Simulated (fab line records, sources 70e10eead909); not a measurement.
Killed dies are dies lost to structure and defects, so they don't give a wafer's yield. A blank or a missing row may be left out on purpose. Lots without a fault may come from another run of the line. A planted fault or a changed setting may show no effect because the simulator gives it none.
A struck lot beside a sound one | flow nand_harc | 20 steps out of a route of 1302
Sound: wafers L656.1, L656.2, L656.3. Struck: wafers L660.2, L660.3, L660.6. The cause comes at the end.
At each step with rows: each side's tool, then ch and its chambers, then its first start. Under that, the readings that differ: sound wafers | struck wafers | difference of the means | sigmas: that difference in standard deviations of wafers without a fault.
alike: readings whose means differ by less than 2 such deviations, and words and numbers that are the same on both sides. not compared: withheld readings, readings that some wafer has no value for, bounds like >300 that may hide the same value, and numbers for which the record gives no deviation and whose values overlap.
The two part at a step that has a row with sigmas, a row that says differs or no value, or rows on one side only. Numbers that don't overlap but have no deviation are shown without sigmas and don't part them. A reading that every wafer of one side lacks parts them only if that side has two wafers or more.

NHARC_P_GATE_ALD_36: deposits SiNx, target thk 20 nm, pulse time 60 s, ald cycles 223.
  sound on ald_sin-02 ch 0,1,2, day 5 11:08; struck on ald_sin-04 ch 1,2, day 7 05:17
  alike: heater_power_w, precursor_pulse_height_rel
NHARC_P_GATE_ETCHBACK_37: etches the open film in CHF3/O2, target depth 34.5 nm, time 17.2 s.
  sound on rie_diel-06 ch 0,2,3; struck on rie_diel-06 ch 0,3
  reading               | sound             | struck            | difference | sigmas
  oes_product_au (a.u.) | 0.905 0.915 0.918 | 0.991 0.993 0.999 | +0.082     | +3
  alike: chf3_flow_sccm, drypump_motor_current_A, rf_vpp_V, showerhead_plenum_p_Torr, throttle_valve_pct
  not compared: rf_hours_counter_h
NHARC_P_GATE_STRIP_101: strips in O2, time 20 s.
  sound on rie_diel-06 ch 0,2,3, day 5 22:58; struck on rie_diel-06 ch 0,1, day 7 14:59
  alike: drypump_motor_current_A, oes_product_au, rf_vpp_V, showerhead_plenum_p_Torr, throttle_valve_pct
  not compared: rf_hours_counter_h
then, 9 steps without rows for these wafers: NHARC_P_GATE_PRECLEAN_97 (cleans in SPM, time 600 s); NHARC_P_GATE_SRD_98; NHARC_P_GATE_PRECLEAN_99 (cleans in SC1); NHARC_P_GATE_SRD_100; NHARC_P_GATE_DEHYDRATE_38 (time 120 s); NHARC_P_GATE_HMDS_39 (time 30 s); NHARC_P_GATE_COAT_40; NHARC_P_GATE_SOFTBAKE_41 (time 95 s); NHARC_P_GATE_EBR_42.
NHARC_P_GATE_EXPOSE_43: exposes mask P NSD, target cd 720 nm.
  sound on krf_scanner-03 ch 0, day 5 23:44; struck on krf_scanner-01 ch 0, day 7 15:44
  reading               | sound                   | struck                           | difference | sigmas
  mask                  | P_NSD#0 P_NSD#0 P_NSD#0 | P_NSD_R1#0 P_NSD_R1#0 P_NSD_R1#0 | differs    |
  stage_vel_mm_s (mm/s) | 499.20 499.74 499.38    | 500.26 500.18 499.83             | +0.65      | +3
then, 2 steps without rows for these wafers: NHARC_P_GATE_PEB_44 (peb time 85 s); NHARC_P_GATE_DEVELOP_45 (time 70 s).
NHARC_P_GATE_CD_MEAS_46: target cd 720 nm.
  sound on cd_sem-01 ch 0, day 5 23:53; struck on cd_sem-03 ch 0, day 7 15:54
  reading    | sound             | struck            | difference | sigmas
  cd_nm (nm) | 722.7 720.0 721.2 | 666.8 667.1 665.6 | -54.8      | -46
then, 1 step without rows for these wafers: NHARC_P_GATE_HARDBAKE_47 (time 80 s).
NHARC_P_GATE_DESCUM_48: chemistry O2, time 3 s.
  sound on rie_diel-06 ch 1,2,3, day 6 00:04; struck on rie_diel-09 ch 1,3, day 7 16:04
  reading                 | sound           | struck            | difference | sigmas
  model.P_GATE.cd_nm (nm) | 723 720.1 721.3 | 666.6 666.3 666.1 | -55.1      |
  alike: drypump_motor_current_A, oes_product_au, rf_vpp_V, showerhead_plenum_p_Torr, throttle_valve_pct
  not compared: rf_hours_counter_h
then, 1 step without rows for these wafers: NHARC_P_GATE_IMPLANT_49.
-- the record jumps here: 19 days lie between the struck wafers' starts before and after (it left off in module P_GATE and takes up again in module END, whose first step shown is number 1302 of the route) --
NHARC_END_SORT_01:
  the record has rows for the struck wafers here (prober-02 ch 0, day 26 11:59) and none for the sound ones

WHERE THEY PART
First at NHARC_P_GATE_ETCHBACK_37; last, within this record, at NHARC_END_SORT_01.

WHY: what the simulator had put in
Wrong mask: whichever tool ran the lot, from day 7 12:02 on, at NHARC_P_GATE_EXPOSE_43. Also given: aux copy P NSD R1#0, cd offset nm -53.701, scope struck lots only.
